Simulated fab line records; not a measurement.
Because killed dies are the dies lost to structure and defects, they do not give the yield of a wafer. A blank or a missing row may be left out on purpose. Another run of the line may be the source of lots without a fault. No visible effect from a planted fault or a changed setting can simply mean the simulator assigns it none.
Chamber matching -- flow nand_harc -- 3 sister chambers for NHARC_A_CONTACT_DEP_24 on pecvd-04
The step deposits SiO2, target thk 500 nm. 3 wafers are shown with their chamber, then 10 later ones without.

== EACH WAFER AND ITS CHAMBER ==
wafer,chamber,showerhead_vpp_V (V)
L084.4,0,1769
L086.1,1,1850
L086.3,2,1916

== WAFERS WITHOUT THEIR CHAMBER ==
wafer,showerhead_vpp_V (V)
L086.6,1937
L090.3,1846
L090.5,1853
L090.6,1758
L092.4,1756
L092.5,1849
L092.6,1921
L097.2,1757
L097.4,1921
L097.6,1847

== WHICH CHAMBER EACH ONE RAN IN ==
wafer,from the rows above,in truth
L086.6,2,2
L090.3,1,1
L090.5,1,1
L090.6,0,0
L092.4,0,0
L092.5,1,1
L092.6,2,2
L097.2,0,0
L097.4,2,2
L097.6,1,1
Correct placement for 10 of the 10. Can't be placed from these rows: 0. Wrongly placed: 0.
How it was worked out, from the rows above alone: a wafer's distance from a chamber is the root of the sum, over the readings, of the square of ((its reading less the chamber's mean) divided by the reading's scatter). If the next closest chamber is less than 2 further off than the closest, the wafer can't be placed; otherwise it belongs to the closest. Each chamber's mean is taken over the wafers shown for it. The scatter: with one shown wafer a chamber, the root of the mean of the squares of how far each hidden wafer lies from its nearest shown one.
